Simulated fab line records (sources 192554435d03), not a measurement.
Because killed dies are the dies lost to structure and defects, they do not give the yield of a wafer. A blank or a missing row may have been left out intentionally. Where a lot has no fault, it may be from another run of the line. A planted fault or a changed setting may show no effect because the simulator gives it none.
Problem report, 8D (eight disciplines) form, completed by code + flow n5Finfet + the parts of the form that need people (team, actions taken, sign-off) are left out

1. WHAT IS WRONG
Wafers with no fault read 267 with a standard deviation of 81, whereas rawDefectCount at N5_FIN_CUT_INSPECT_17 reads a mean of 605 on 1 wafer of 1 lot. That puts it +4.2 standard deviations away from the usual mean.
The step: inspects for defects (brightfield).
First seen on wafer L100.3, day 4 23:18, on defectInspect-01. Wafers with a number at this step in the record: 24, from 8 lots. Rule for "out" (also "out of limits"): further than 4 standard deviations from the usual mean. The other wafers with a number count as sound.

2. WHAT IT IS AND WHAT IT IS NOT
| question                    | is               | is not                                                                                            |
|-----------------------------|------------------|---------------------------------------------------------------------------------------------------|
| which readings at this step | rawDefectCount   | -                                                                                                 |
| which lots                  | L100             | L101, L105, L108, L109, L110, L112, L990                                                          |
| which wafers of those lots  | L100.3           | L100.2, L100.4                                                                                    |
| read on which gauges        | defectInspect-01 | defectInspect-02                                                                                  |
| when                        | from day 4 23:18 | up to then (5 sound wafers); but 18 sound wafers of L101, L105, L108, L109, L110, L112 came after |

3. WHAT RULES OUT EACH SUSPECT
Counting: any tool at a process step up to the reading remains a suspect provided it ran every lot that is out. Sound lots after the first of them don't rule it out here, since some wafers of a struck lot are sound.
- ruled out: the gauge at N5_FIN_CUT_INSPECT_17. All the wafers that are out were read on defectInspect-01, but those of them that N5_PASSIVATION_PROBE_49 has rows for are out there too, on other tools.
- rieDiel-04 at N5_FIN_CUT_ETCH_20 (etches SiARC in CF4, target depth 26 nm, time 43.3 s): kept. It ran the lot that is out, L100 (day 4 22:26).
- rieDiel-04 at N5_FIN_CUT_ETCH_21 (etches SOC in N2/H2, target depth 219 nm, overetch 43.8 nm, time 523.5 s): kept. It ran the lot that is out, L100 (day 4 22:29).
- rieSi-02 at N5_FIN_CUT_CUT_ETCH_15 (etches Si in HBr/Cl2/O2, target depth 100 nm, bt time 10 s, time 42.4 s): kept. It ran the lot that is out, L100 (day 4 23:01).
- rieDiel-04, N5_FIN_CUT_ETCH_20: wafers that are out in chamber 3, sound lot-mates in chambers 1, 2.
- rieDiel-04, N5_FIN_CUT_ETCH_21: wafers that are out in chamber 3, sound lot-mates in chambers 1, 2.
- rieSi-02, N5_FIN_CUT_CUT_ETCH_15: wafers that are out in chamber 0, sound lot-mates in chambers 2, 3.
Still standing after the count: rieDiel-04 at N5_FIN_CUT_ETCH_20, rieDiel-04 at N5_FIN_CUT_ETCH_21, rieSi-02 at N5_FIN_CUT_CUT_ETCH_15.

4. THE CAUSE (what the simulator had put in)
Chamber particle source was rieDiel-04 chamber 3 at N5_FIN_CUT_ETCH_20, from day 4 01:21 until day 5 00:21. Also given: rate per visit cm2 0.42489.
Counting leaves 3 suspects; this tool is one of them.

5. THE CHAIN OF EFFECTS, in route order
Each row: a reading whose mean over the struck wafers that have a number lies more than 3 standard deviations from the usual. Readings are gone through only where the record gives a usual standard deviation; hours: the median, over the lots, of the time from a lot's start at the first step in this table giving one to that lot's start at this step; sigmas: the change measured in usual standard deviations.
| hours | step                    | reading             | usual  | on struck wafers | change | sigmas |
|-------|-------------------------|---------------------|--------|------------------|--------|--------|
| 0     | N5_FIN_CUT_INSPECT_17   | rawDefectCount      | 267    | 605              | +338   | +4.2   |
| 270   | N5_PASSIVATION_PROBE_49 | defectLimitedYield  | 91.1 % | 86.0             | -5.1   | -3.4   |
| 270   | N5_PASSIVATION_PROBE_49 | killedAtFrontEnd    | 43     | 110              | +67    | +5.2   |
| 270   | N5_PASSIVATION_PROBE_49 | killedDies          | 105    | 165              | +60    | +3.5   |
| 270   | N5_PASSIVATION_PROBE_49 | sort_bin_5_function | 5.2 %  | 9.1              | +3.9   | +4.3   |
| 270   | N5_PASSIVATION_PROBE_49 | sortNPass           | 1075   | 1015             | -60    | -3.5   |
| 270   | N5_PASSIVATION_PROBE_49 | sortYieldPct        | 91.1 % | 86.0             | -5.1   | -3.4   |
Its process steps:
- N5_PASSIVATION_PROBE_49
At these later measuring or inspecting steps, every struck wafer for which the step has a row has a number for every such reading, and none has moved that far: N5_BEOL_M4_RC_MEAS_101.

6. HOW IT WOULD HAVE BEEN CAUGHT EARLIER
The first out-of-limits reading at a measuring or inspecting step in this record came at day 4 23:18, 22 hours after the fault's start at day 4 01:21.
An alarm limit of 4 standard deviations would not have fired on the tool readings at N5_FIN_CUT_ETCH_20 for which the record gives a usual standard deviation, since none of them was out on any struck wafer.
The start of N5_FIN_CUT_ETCH_20 on rieDiel-04 came by day 4 23:18 for every one of the lots that are out (1). Holding the tool at that point would not have protected any of them.
